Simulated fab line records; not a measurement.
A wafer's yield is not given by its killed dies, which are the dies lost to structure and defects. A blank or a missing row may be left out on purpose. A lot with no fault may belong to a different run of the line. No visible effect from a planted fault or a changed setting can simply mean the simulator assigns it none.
A lot that was struck, set against a sound lot || flow n5_finfet || 14 steps out of a route of 1938
Sound: the wafers L236.1, L236.3, L236.5. The struck wafers were L247.1, L247.2, L247.5. The cause is given at the end.
Per side, at each step with rows, come the tool, then ch with its chambers, and then its first start. Under that, the readings that differ: sound wafers || struck wafers || difference of the means || sigmas: that difference in standard deviations of wafers without a fault.
alike: readings whose means differ by less than 2 such deviations, and words and numbers that are the same on both sides. not compared: withheld readings, readings that some wafer has no value for, bounds like >300 that may hide the same value, and numbers for which the record gives no deviation and whose values overlap.
The two part at a step that has a row with sigmas, a row that says differs or no value, or rows on one side only. When numbers do not overlap yet have no deviation, they are printed without sigmas and do not part them. Lack of a reading on every wafer of one side parts them only where that side has two or more wafers.

first, 1 step without rows for these wafers: N5_BEOL_M5_CVD_47 (deposits Co from CCTBA/H2, target thk 3 nm, time 216 s).
N5_BEOL_M5_SPUTTER_48: material Cu, target thk 15 nm, time 27.62 s.
  struck on pvd_sputter-03, day 13 17:34; sound on pvd_sputter-01, day 10 20:37
  alike: throttle_valve_pct
N5_BEOL_M5_ANNEAL_49: time 1800 s.
  struck on pvd_sputter-03, day 13 17:38; sound on pvd_sputter-01, day 10 20:41
  alike: heater_power_w
N5_BEOL_M5_SPUTTER_81: material Cu, target thk 15 nm, time 27.62 s.
  struck on pvd_sputter-03, day 13 18:39; sound on pvd_sputter-01, day 10 21:41
  alike: throttle_valve_pct
N5_BEOL_M5_ANNEAL_82: time 1800 s.
  struck on pvd_sputter-03, day 13 18:44; sound on pvd_sputter-01, day 10 21:46
  alike: heater_power_w
then, 4 steps without rows for these wafers: N5_BEOL_M5_SPUTTER_83 (material Cu, target thk 15 nm, time 27.62 s); N5_BEOL_M5_ANNEAL_84 (time 1800 s); N5_BEOL_M5_SPUTTER_88 (material Cu, target thk 15 nm, time 27.62 s); N5_BEOL_M5_ANNEAL_89 (time 1800 s).
N5_BEOL_M5_SPUTTER_90: material Cu, target thk 4.5 nm, time 8.29 s.
  struck on pvd_sputter-03, day 13 21:55; sound on pvd_sputter-01, day 11 00:57
  alike: throttle_valve_pct
then, 2 steps without rows for these wafers: N5_BEOL_M5_ECD_50 (material Cu, target thk 300 nm); N5_BEOL_M5_ANNEAL_51 (time 90 s).
N5_BEOL_M5_CMP_52: polishes, stops on SiCOH lowk, t overpolish 6.9 s, target thk 62 nm.
  sound on cmp-01 ch 0,2, day 11 01:31; struck on cmp-04 ch 0,1,2, day 13 22:32
{"reading": "barrier_field_endpoint_s (s)", "sound": "23.2 24.5 23.4", "struck": "24.3 25.3 25.5", "difference": "+1.3", "sigmas": "+2"}
{"reading": "platen_rpm (rpm)", "sound": "50.04 50.04 50.03", "struck": "47.99 48.05 48.07", "difference": -2.00, "sigmas": -54}
  alike: motor_current_A, overpolish_run_s, time_to_endpoint_s
N5_PASSIVATION_PROBE_49:
  sound wafers here have rows in the record (prober-01, day 15 13:19); struck ones have none

## WHERE THEY PART
Last at N5_PASSIVATION_PROBE_49 as far as this record goes, first at N5_BEOL_M5_CMP_52.

WHY: what had been put in by the simulator
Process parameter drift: cmp-04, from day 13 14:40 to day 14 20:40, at N5_BEOL_M5_CMP_52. Setting platen_rpm shifted by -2 from 50. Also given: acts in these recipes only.
